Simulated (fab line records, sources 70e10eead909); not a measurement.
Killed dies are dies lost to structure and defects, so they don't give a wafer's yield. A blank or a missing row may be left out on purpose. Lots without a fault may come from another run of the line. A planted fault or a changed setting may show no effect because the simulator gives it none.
Chamber matching | flow nand_harc | NHARC_A_CONTACT_ETCH_102 on rie_diel-06: 4 sister chambers
The step etches the open film in CF4/O2, target depth 70 nm, overetch 7 nm, time 38.5 s. 4 wafers are shown with their chamber, then 12 later ones without.

WAFERS WITH THEIR CHAMBER
wafer  | chamber | drypump_motor_current_A (A)
L081.3 | 2       | 5.3
L089.4 | 3       | 5.8
L093.2 | 1       | 5.0
L093.6 | 0       | 6.7

WAFERS WITHOUT THEIR CHAMBER
wafer  | drypump_motor_current_A (A)
L092.1 | 6.7
L092.2 | 5.0
L092.6 | 5.0
L090.1 | 5.9
L090.2 | 6.7
L090.6 | 5.9
L097.1 | 6.7
L097.2 | 5.0
L097.6 | 5.9
L096.1 | 5.0
L096.4 | 6.7
L096.5 | 6.7

WHICH CHAMBER EACH WENT THROUGH
wafer  | from the rows above | in truth
L092.1 | 0                   | 0
L092.2 | 1                   | 1
L092.6 | 1                   | 1
L090.1 | 3                   | 3
L090.2 | 0                   | 0
L090.6 | 3                   | 3
L097.1 | 0                   | 0
L097.2 | 1                   | 1
L097.6 | 3                   | 3
L096.1 | 1                   | 1
L096.4 | 0                   | 0
L096.5 | 0                   | 0
Placed correctly: 12 of 12. Can't be placed from these rows: 0. Placed wrongly: 0.
How it was worked out, from the rows above alone: a wafer's distance from a chamber is the root of the sum, over the readings, of the square of ((its reading less the chamber's mean) divided by the reading's scatter). The wafer belongs to the nearest chamber; if the next one is less than 2 further off, it can't be placed. A chamber's mean is the mean of its shown wafers. The scatter: with one shown wafer a chamber, the root of the mean of the squares of how far each hidden wafer lies from its nearest shown one.
